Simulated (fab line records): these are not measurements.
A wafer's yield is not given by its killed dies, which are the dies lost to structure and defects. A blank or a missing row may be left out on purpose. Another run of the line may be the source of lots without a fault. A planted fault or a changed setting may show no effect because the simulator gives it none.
A lot that was struck, set against a sound lot ; flow n5Finfet ; 36 out of 1938 route steps
Sound: these wafers, L361.1, L361.2, L361.3. Wafers struck: L356.1, L356.3, L356.6. The cause comes at the end.
At each step with rows: each side's tool, then ch and its chambers, then its first start. Under that, the readings that differ: sound wafers ; struck wafers ; difference of the means ; sigmas: that difference in standard deviations of wafers without a fault.
alike: a reading whose means differ by less than 2 such deviations, as well as words and numbers matching on both sides. not compared: withheld readings; readings where some wafer has no value; bounds like >300 that might hide an equal value; numbers whose values overlap and for which the record gives no deviation.
Wherever a step has rows on one side only, a row that says differs or no value, or a row with sigmas, the two part there. Non-overlapping numbers with no deviation appear without sigmas and do not part them. Lack of a reading on every wafer of one side parts them only where that side has two or more wafers.

first, 9 steps without rows for these wafers: N5_BEOL_M4_ANNEAL_95 (time 240 s); N5_BEOL_M4_SPUTTER_96 (material Cu, target thk 4.5 nm, time 8.29 s); N5_BEOL_M4_ECD_50 (material Cu, target thk 300 nm); N5_BEOL_M4_ANNEAL_51 (time 90 s); N5_BEOL_M4_CMP_52 (polishes, stops on SiOC, t overpolish 6.8 s, target thk 40 nm); N5_BEOL_M4_PRE_CLEAN_60 (time 15 s); N5_BEOL_M4_CO_CAP_55 (material Co, precursor CCTBA/H2, target thk 2 nm, time 102.1 s); N5_BEOL_M4_PRE_CLEAN_56 (time 15 s); N5_BEOL_M4_DEP_57 (deposits SiCN from 3MS/NH3, target thk 8 nm, time 14 s).
N5_BEOL_M4_RC_MEAS_101:
  sound on prober-01 ch 0, day 12 18:42; struck on prober-01 ch 0, day 11 02:02
  alike: DIBL_N, DIBL_P, IOFF_N, IOFF_P, ION_N, ION_P, SS_N, SS_P, VT_N, VT_P
then, 24 steps without rows for these wafers: N5_BEOL_M5_ILD_DEP_00 (deposits SiCOH lowk from DEMS/porogen, target thk 140.64 nm, time 25.9 s); N5_BEOL_M5_CURE_79 (cures SiCOH lowk, time 240 s); N5_BEOL_M5_PECVD_70 (deposits SiO2 from TEOS/O2, target thk 16 nm, time 18 s); N5_BEOL_M5_HM_DEP_02 (deposits TiN, target thk 20 nm); N5_BEOL_M5_COAT_59 (time 60 s, resist thk 60 nm); N5_BEOL_M5_COAT_60 (time 60 s, resist thk 12 nm); N5_BEOL_M5_COAT_71 (time 60 s, resist thk 5 nm); N5_BEOL_M5_COAT_05 (resist thk 30 nm); N5_BEOL_M5_EBR_07; N5_BEOL_M5_SOFTBAKE_06 (time 60 s); N5_BEOL_M5_EXPOSE_08 (exposes mask M5, target cd 28 nm); N5_BEOL_M5_PEB_09 (peb time 60 s); N5_BEOL_M5_DEVELOP_10 (develop time 30 s); N5_BEOL_M5_DESCUM_16 (chemistry O2, time 7 s); N5_BEOL_M5_ETCH_72 (etches underlayer in N2/H2, target depth 6.5 nm, time 5.2 s); N5_BEOL_M5_ETCH_61 (etches SiARC in CF4, target depth 15.6 nm, time 26 s); N5_BEOL_M5_ETCH_62 (etches SOC in N2/H2, target depth 75 nm, overetch 15 nm, time 112.5 s); N5_BEOL_M5_STRIP_63 (strips in N2/H2); N5_BEOL_M5_STRIP_73 (strips in N2/H2); N5_BEOL_M5_STRIP_64 (strips in CF4); N5_BEOL_M5_HM_OPEN_17 (chemistry Cl2/BCl3, target TiN, target depth 20 nm, overetch 6 nm); N5_BEOL_M5_STRIP_19 (strips in O2); N5_BEOL_M5_COAT_65 (time 60 s, resist thk 60 nm); N5_BEOL_M5_COAT_66 (time 60 s, resist thk 12 nm).
N5_BEOL_M6_DEP_56: deposits SiCN from 3MS/NH3, target thk 10 nm, time 17.5 s.
  sound on pecvd-04 ch 0,1,2, day 13 13:58; struck on pecvd-04 ch 1,2, day 11 21:32
  no value came back on the struck wafers for chamberPressureTorr (Torr), rfFwdPowerW (W), showerheadPlenumPTorr (Torr), throttleValvePct (%); on the sound wafers chamberPressureTorr (Torr) reads 2.998 3.004 2.997
-- a jump in the record: the struck wafers' starts before and after are 3 days apart (it breaks off in module BEOL_M6 and resumes in module PASSIVATION, where the first step shown is number 1936 of the route) --
N5_PASSIVATION_PROBE_49:
  struck on prober-01, day 15 01:49; sound on prober-01, day 16 19:50
reading;sound;struck;difference;sigmas
defectLimitedYield (%);91.3;0 0 0;-91;-61
killed_at_M4_up;4;1110 1103 1093;+1098;+99 or more
killedAtOther;15;1 1 1;-14;-5
killedDies;103;1180 1180 1180;+1077;+60
killedOnRim;14;152 152 152;+138;+34
sort_bin_5_function (%);4.7;98.0 96.7 96.9;+92.5;+92
sortNPass;1077;0 0 0;-1077;-60
sortYieldPct (%);91.3;0 0 0;-91;-61
  alike: killed_at_M0_to_M3, killedAtContacts, killedAtFrontEnd, killedOpen, killedShort, sort_bin_6_memory

## WHERE THEY PART
First at N5_BEOL_M6_DEP_56; last, within this record, at N5_PASSIVATION_PROBE_49.

WHY: whatever the simulator had introduced
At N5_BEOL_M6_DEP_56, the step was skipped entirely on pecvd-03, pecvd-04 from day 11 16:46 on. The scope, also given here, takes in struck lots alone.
